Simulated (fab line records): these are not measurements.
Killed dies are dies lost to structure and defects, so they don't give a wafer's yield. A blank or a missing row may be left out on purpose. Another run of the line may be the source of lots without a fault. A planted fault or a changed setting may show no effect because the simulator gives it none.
Which tool did it? :: flow nand harc :: 12 lots with 36 wafers sampled at 5 steps, on a route of 1159 steps

== WHAT EACH GAUGE READ, for each wafer ==
NHARC_P_STI_INSPECT_25. Usual: 222 for raw defect count, sd 99.
lot: L955
measured: day 3 14:21
on: defect inspect-02
raw defect count: 154 128 158
flag: 

lot: L957
measured: day 4 02:15
on: defect inspect-02
raw defect count: 234 138 100
flag: 

lot: L958
measured: day 4 15:15
on: defect inspect-01
raw defect count: 246 244 190
flag: 

lot: L959
measured: day 4 15:16
on: defect inspect-02
raw defect count: 231 267 242
flag: 

lot: L960
measured: day 5 02:06
on: defect inspect-02
raw defect count: 475 472 522
flag: 

lot: L961
measured: day 5 07:37
on: defect inspect-02
raw defect count: 154 191 206
flag: 

lot: L962
measured: day 5 07:38
on: defect inspect-01
raw defect count: 265 234 256
flag: 

lot: L964
measured: day 5 18:02
on: defect inspect-02
raw defect count: 102 96 152
flag: 

lot: L971
measured: day 8 01:11
on: defect inspect-02
raw defect count: 124 113 97
flag: 

lot: L972
measured: day 8 11:23
on: defect inspect-02
raw defect count: 167 138 163
flag: 

lot: L973
measured: day 8 11:24
on: defect inspect-02
raw defect count: 159 164 181
flag: 

lot: L977
measured: day 9 04:20
on: defect inspect-02
raw defect count: 175 290 240
flag: 

NHARC_END_SORT_01. Usual: killed at array 29, standard deviation 11; killed at other 0.6, standard deviation 0.92; killed at periphery 3.2, standard deviation 2; killed dies 33, standard deviation 11; killed open 3.2, standard deviation 2; killed short 1.9, standard deviation 1.5.
lot: L964
measured: day 21 13:43
on: prober-02
killed at array: 17 21 9
killed at other: 0 1 0
killed at periphery: 3 1 4
killed dies: 20 23 13
killed open: 2 4 0
killed short: 4 3 3
flag: 

lot: L971
measured: day 23 05:43
on: prober-02
killed at array: 36 30 25
killed at other: 2 1 1
killed at periphery: 1 1 1
killed dies: 39 32 27
killed open: 2 2 0
killed short: 3 3 1
flag: 

lot: L972
measured: day 23 20:26
on: prober-01
killed at array: 39 34 35
killed at other: 0 0 0
killed at periphery: 3 3 3
killed dies: 42 37 38
killed open: 4 7 1
killed short: 5 1 3
flag: 

lot: L973
measured: day 24 18:34
on: prober-02
killed at array: 57 43 52
killed at other: 1 2 2
killed at periphery: 2 2 1
killed dies: 60 47 55
killed open: 3 2 5
killed short: 2 0 1
flag: 

== TOOL THAT RAN EACH LOT (tool first, then ch and the chambers of the sampled wafers, then the start) ==
lot: L955
NHARC_P_ZERO_WELL_DESCUM_39: rie diel-07 ch 1,3, day 1 16:41
NHARC_P_ZERO_WELL_IMPLANT_40: implanter-02 ch 0, day 1 16:59
NHARC_P_STI_ETCH_31: rie diel-03 ch 1,2, day 3 14:21 or earlier

lot: L957
NHARC_P_ZERO_WELL_DESCUM_39: rie diel-07 ch 1,2,3, day 2 04:24
NHARC_P_ZERO_WELL_IMPLANT_40: implanter-01 ch 0, day 2 04:34
NHARC_P_STI_ETCH_31: rie diel-06 ch 1,3, day 4 02:15 or earlier

lot: L958
NHARC_P_ZERO_WELL_DESCUM_39: rie diel-07 ch 0,3, day 2 10:19
NHARC_P_ZERO_WELL_IMPLANT_40: implanter-01 ch 0, day 2 10:28
NHARC_P_STI_ETCH_31: rie diel-03 ch 0,1,2, day 4 15:15 or earlier

lot: L959
NHARC_P_ZERO_WELL_DESCUM_39: rie diel-09 ch 0,2,3, day 2 16:29
NHARC_P_ZERO_WELL_IMPLANT_40: implanter-01 ch 0, day 2 16:38
NHARC_P_STI_ETCH_31: rie diel-03 ch 1,2, day 4 15:16 or earlier

lot: L960
NHARC_P_ZERO_WELL_DESCUM_39: rie diel-10 ch 0,1,3, day 2 22:20
NHARC_P_ZERO_WELL_IMPLANT_40: implanter-01 ch 0, day 2 22:28
NHARC_P_STI_ETCH_31: rie diel-03 ch 0,2,3, day 5 02:06 or earlier

lot: L961
NHARC_P_ZERO_WELL_DESCUM_39: rie diel-10 ch 0,1,3, day 3 04:41
NHARC_P_ZERO_WELL_IMPLANT_40: implanter-01 ch 0, day 3 04:48
NHARC_P_STI_ETCH_31: rie diel-06 ch 0,1,2, day 5 07:37 or earlier

lot: L962
NHARC_P_ZERO_WELL_DESCUM_39: rie diel-10 ch 1,2, day 3 10:57
NHARC_P_ZERO_WELL_IMPLANT_40: implanter-01 ch 0, day 3 11:11
NHARC_P_STI_ETCH_31: rie diel-03 ch 1,2, day 5 07:38 or earlier

lot: L964
NHARC_P_ZERO_WELL_DESCUM_39: rie diel-07 ch 0,3, day 3 22:26
NHARC_P_ZERO_WELL_IMPLANT_40: implanter-02 ch 0, day 3 22:38
NHARC_P_STI_ETCH_31: rie diel-03 ch 0,1,3, day 5 18:02 or earlier

lot: L971
NHARC_P_ZERO_WELL_DESCUM_39: rie diel-10 ch 0,1,2, day 5 16:13
NHARC_P_ZERO_WELL_IMPLANT_40: implanter-02 ch 0, day 5 16:22
NHARC_P_STI_ETCH_31: rie diel-03 ch 0,1,2, day 8 01:11 or earlier

lot: L972
NHARC_P_ZERO_WELL_DESCUM_39: rie diel-10 ch 1,2,3, day 5 22:21
NHARC_P_ZERO_WELL_IMPLANT_40: implanter-02 ch 0, day 5 22:34
NHARC_P_STI_ETCH_31: rie diel-03 ch 1,2,3, day 8 11:23 or earlier

lot: L973
NHARC_P_ZERO_WELL_DESCUM_39: rie diel-10 ch 0,3, day 6 04:11
NHARC_P_ZERO_WELL_IMPLANT_40: implanter-01 ch 0, day 6 04:20
NHARC_P_STI_ETCH_31: rie diel-03 ch 1,2, day 8 11:24 or earlier

lot: L977
NHARC_P_ZERO_WELL_DESCUM_39: rie diel-07 ch 0,2,3, day 7 04:49
NHARC_P_ZERO_WELL_IMPLANT_40: implanter-01 ch 0, day 7 04:58
NHARC_P_STI_ETCH_31: rie diel-06 ch 0,1,3, day 9 04:20 or earlier
- NHARC_P_ZERO_WELL_DESCUM_39: chemistry O2, time 3 s.
- NHARC_P_ZERO_WELL_IMPLANT_40
- NHARC_P_STI_ETCH_31: etches the open film in CF4/CHF3, target depth 108.9 nm, time 54.5 s.

== WHAT THE TOOLS THEMSELVES READ (means of the sampled wafers that have a number; where no wafer has one, the mark that the record gives instead) ==
NHARC_P_ZERO_WELL_DESCUM_39. Usual: drypump motor current A 5.8 A, standard deviation 0.4; oes product au 0.999 a.u., standard deviation 0.0069; rf vpp V 57.6 V, standard deviation 0.78; showerhead plenum p Torr 1.87 Torr, standard deviation 0.039; throttle valve pct 11.311 %, standard deviation 0.0092.
lot: L955
tool: rie diel-07
drypump motor current A (A): 6.0
oes product au (a.u.): 1.004
rf vpp V (V): 58.1
showerhead plenum p Torr (Torr): 1.89
throttle valve pct (%): 11.309
flag: 

lot: L957
tool: rie diel-07
drypump motor current A (A): 5.8
oes product au (a.u.): 0.999
rf vpp V (V): 58.4
showerhead plenum p Torr (Torr): 1.89
throttle valve pct (%): 11.308
flag: 

lot: L958
tool: rie diel-07
drypump motor current A (A): 6.1
oes product au (a.u.): 0.994
rf vpp V (V): 58.1
showerhead plenum p Torr (Torr): 1.86
throttle valve pct (%): 11.301
flag: 

lot: L959
tool: rie diel-09
drypump motor current A (A): 6.2
oes product au (a.u.): 0.998
rf vpp V (V): 57.8
showerhead plenum p Torr (Torr): 1.91
throttle valve pct (%): 11.300
flag: 

lot: L960
tool: rie diel-10
drypump motor current A (A): 5.7
oes product au (a.u.): 0.999
rf vpp V (V): 57.8
showerhead plenum p Torr (Torr): 1.84
throttle valve pct (%): 11.302
flag: 

lot: L961
tool: rie diel-10
drypump motor current A (A): 5.7
oes product au (a.u.): 0.998
rf vpp V (V): 56.7
showerhead plenum p Torr (Torr): 1.84
throttle valve pct (%): 11.319
flag: 

lot: L962
tool: rie diel-10
drypump motor current A (A): 5.8
oes product au (a.u.): 1.011
rf vpp V (V): 57.5
showerhead plenum p Torr (Torr): 1.88
throttle valve pct (%): 11.305
flag: 

lot: L964
tool: rie diel-07
drypump motor current A (A): 6.1
oes product au (a.u.): 1.006
rf vpp V (V): 57.3
showerhead plenum p Torr (Torr): 1.86
throttle valve pct (%): 11.308
flag: 

lot: L971
tool: rie diel-10
drypump motor current A (A): 5.6
oes product au (a.u.): 0.994
rf vpp V (V): 57.4
showerhead plenum p Torr (Torr): 1.87
throttle valve pct (%): 11.308
flag: 

lot: L972
tool: rie diel-10
drypump motor current A (A): 5.9
oes product au (a.u.): 1.001
rf vpp V (V): 58.2
showerhead plenum p Torr (Torr): 1.85
throttle valve pct (%): 11.309
flag: 

lot: L973
tool: rie diel-10
drypump motor current A (A): 5.6
oes product au (a.u.): 0.996
rf vpp V (V): 57.1
showerhead plenum p Torr (Torr): 1.83
throttle valve pct (%): 11.310
flag: 

lot: L977
tool: rie diel-07
drypump motor current A (A): 5.9
oes product au (a.u.): 0.999
rf vpp V (V): 57.6
showerhead plenum p Torr (Torr): 1.88
throttle valve pct (%): 11.303
flag: 

NHARC_P_ZERO_WELL_IMPLANT_40. Usual: beam energy keV 300.00, standard deviation 0.093; dose ions cm2 1e+13, standard deviation 1.1e+10; faraday current uA 126.8, standard deviation 2.4.
lot: L955
tool: implanter-02
beam energy keV: 299.87
dose ions cm2: 1e+13
faraday current uA: 126.7
flag: 

lot: L957
tool: implanter-01
beam energy keV: 300.10
dose ions cm2: 1e+13
faraday current uA: 128.4
flag: 

lot: L958
tool: implanter-01
beam energy keV: 300.02
dose ions cm2: 1e+13
faraday current uA: 125.8
flag: 

lot: L959
tool: implanter-01
beam energy keV: 300.05
dose ions cm2: 1e+13
faraday current uA: 126.5
flag: 

lot: L960
tool: implanter-01
beam energy keV: 299.99
dose ions cm2: 1e+13
faraday current uA: 128.1
flag: 

lot: L961
tool: implanter-01
beam energy keV: 299.97
dose ions cm2: 1e+13
faraday current uA: 129.3
flag: 

lot: L962
tool: implanter-01
beam energy keV: 299.92
dose ions cm2: 1e+13
faraday current uA: 128.0
flag: 

lot: L964
tool: implanter-02
beam energy keV: 299.95
dose ions cm2: 1e+13
faraday current uA: 125.4
flag: 

lot: L971
tool: implanter-02
beam energy keV: 299.91
dose ions cm2: 7e+12
faraday current uA: 92.2
flag: OFF

lot: L972
tool: implanter-02
beam energy keV: 299.97
dose ions cm2: 7e+12
faraday current uA: 95.1
flag: OFF

lot: L973
tool: implanter-01
beam energy keV: 300.06
dose ions cm2: 1e+13
faraday current uA: 128.4
flag: 

lot: L977
tool: implanter-01
beam energy keV: 300.01
dose ions cm2: 1e+13
faraday current uA: 125.4
flag: 

NHARC_P_STI_ETCH_31. Usual: drypump motor current A 5.6 A, standard deviation 0.48; oes product au 0.961 a.u., standard deviation 0.016; rf vpp V 371.4 V, standard deviation 1.6; showerhead plenum p Torr 1.60 Torr, standard deviation 0.041; throttle valve pct 16.803 %, standard deviation 0.0092.
lot: L955
tool: rie diel-03
drypump motor current A (A): 5.3
oes product au (a.u.): 0.964
rf vpp V (V): 370.3
showerhead plenum p Torr (Torr): 1.58
throttle valve pct (%): 16.805
flag: 

lot: L957
tool: rie diel-06
drypump motor current A (A): 6.3
oes product au (a.u.): 0.945
rf vpp V (V): 373.5
showerhead plenum p Torr (Torr): 1.66
throttle valve pct (%): 16.805
flag: 

lot: L958
tool: rie diel-03
drypump motor current A (A): 5.3
oes product au (a.u.): 0.975
rf vpp V (V): 371.4
showerhead plenum p Torr (Torr): 1.58
throttle valve pct (%): 16.802
flag: 

lot: L959
tool: rie diel-03
drypump motor current A (A): 5.3
oes product au (a.u.): 0.970
rf vpp V (V): 370.2
showerhead plenum p Torr (Torr): 1.58
throttle valve pct (%): 16.797
flag: 

lot: L960
tool: rie diel-03
drypump motor current A (A): 5.1
oes product au (a.u.): 0.964
rf vpp V (V): 370.8
showerhead plenum p Torr (Torr): 1.60
throttle valve pct (%): 16.803
flag: 

lot: L961
tool: rie diel-06
drypump motor current A (A): 6.2
oes product au (a.u.): 0.953
rf vpp V (V): 373.5
showerhead plenum p Torr (Torr): 1.64
throttle valve pct (%): 16.805
flag: 

lot: L962
tool: rie diel-03
drypump motor current A (A): 5.6
oes product au (a.u.): 0.950
rf vpp V (V): 370.6
showerhead plenum p Torr (Torr): 1.56
throttle valve pct (%): 16.797
flag: 

lot: L964
tool: rie diel-03
drypump motor current A (A): 5.4
oes product au (a.u.): 0.971
rf vpp V (V): 371.1
showerhead plenum p Torr (Torr): 1.58
throttle valve pct (%): 16.805
flag: 

lot: L971
tool: rie diel-03
drypump motor current A (A): 5.3
oes product au (a.u.): 0.966
rf vpp V (V): 370.6
showerhead plenum p Torr (Torr): 1.58
throttle valve pct (%): 16.808
flag: 

lot: L972
tool: rie diel-03
drypump motor current A (A): 5.4
oes product au (a.u.): 0.933
rf vpp V (V): 370.2
showerhead plenum p Torr (Torr): 1.57
throttle valve pct (%): 16.803
flag: 

lot: L973
tool: rie diel-03
drypump motor current A (A): 5.3
oes product au (a.u.): 0.940
rf vpp V (V): 370.5
showerhead plenum p Torr (Torr): 1.57
throttle valve pct (%): 16.810
flag: 

lot: L977
tool: rie diel-06
drypump motor current A (A): 6.1
oes product au (a.u.): 0.970
rf vpp V (V): 373.3
showerhead plenum p Torr (Torr): 1.65
throttle valve pct (%): 16.793
flag: 

== THE ANSWER, worked out from the rows above alone ==
Rule: take the mean of a lot's wafers that have a number; if it is more than 3 standard deviations from the usual mean, the lot is off. A lot without any number at a reading at which 4 lots or more have one is off too. Where the step has rows for the other lots, those lots are counted as sound. The gauges are gone through in route order, then the tools' own readings, and for those a lot's mean is taken as printed above. At the first step where some lot is off, the reading lying furthest off is the one used; lots without a number count as furthest.
Off at NHARC_P_ZERO_WELL_IMPLANT_40 (dose ions cm2): L971, L972.
If a tool, at that step or one of the process steps before it, ran each lot that is off and ran no sound lot following the first of them, it fits. One candidate fits, namely implanter-02 at NHARC_P_ZERO_WELL_IMPLANT_40. Its last sound lot is L964 (day 3 22:38), its first lot that is off L971 (day 5 16:22): a fault that began between those two fits.
The tool's own readings at NHARC_P_ZERO_WELL_IMPLANT_40 bear it out: on the lots that are off they differ by more than 5 times the standard deviation of the sound lots' means. dose ions cm2 reads 7e+12 there against 1e+13 on the sound lots; faraday current uA reads 93.7 there against 127.2 on the sound lots.

== WHAT THE SIMULATOR HAD PUT IN ==
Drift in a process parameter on implanter-02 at NHARC_P_ZERO_WELL_IMPLANT_40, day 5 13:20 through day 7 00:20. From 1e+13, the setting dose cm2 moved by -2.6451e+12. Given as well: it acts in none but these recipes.
Lots struck among those shown: L971, L972. The rule above reached the same finding.
